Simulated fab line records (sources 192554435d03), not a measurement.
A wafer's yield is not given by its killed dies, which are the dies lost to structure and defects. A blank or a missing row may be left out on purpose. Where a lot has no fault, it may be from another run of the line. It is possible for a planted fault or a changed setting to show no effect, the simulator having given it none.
Chamber matching -- flow n5_finfet -- N5_BEOL_M2_PECVD_72 on pecvd-01 has 3 sister chambers
The step deposits SiO2 from TEOS/O2, target thk 16 nm, time 18 s. 3 wafers are shown with their chamber, then 10 later ones without.

WAFERS PAIRED WITH THEIR CHAMBERS
wafer,chamber,throttle_valve_pct (%)
L089.6,0,22.9
L091.1,1,23.4
L091.4,2,20.8

WAFERS MISSING THEIR CHAMBER
wafer,throttle_valve_pct (%)
L091.5,22.7
L092.1,22.8
L092.4,20.7
L092.5,23.0
L093.1,22.7
L093.4,22.8
L093.6,23.4
L095.3,22.9
L095.5,20.9
L095.6,23.3

EACH ONE'S CHAMBER
wafer,from the rows above,in truth
L091.5,0,0
L092.1,0,0
L092.4,2,2
L092.5,0,0
L093.1,0,0
L093.4,0,0
L093.6,1,1
L095.3,0,0
L095.5,2,2
L095.6,1,1
Correctly placed: 10 of 10. Number that these rows cannot place: 0. Wrongly placed: 0.
How it was worked out, from the rows above alone: a wafer's distance from a chamber is the root of the sum, over the readings, of the square of ((its reading less the chamber's mean) divided by the reading's scatter). The wafer belongs to the nearest chamber; if the next one is less than 2 further off, it can't be placed. Each chamber's mean is taken over the wafers shown for it. The scatter: root of mean squared gap, hidden wafer to nearest shown wafer, with one shown wafer a chamber.
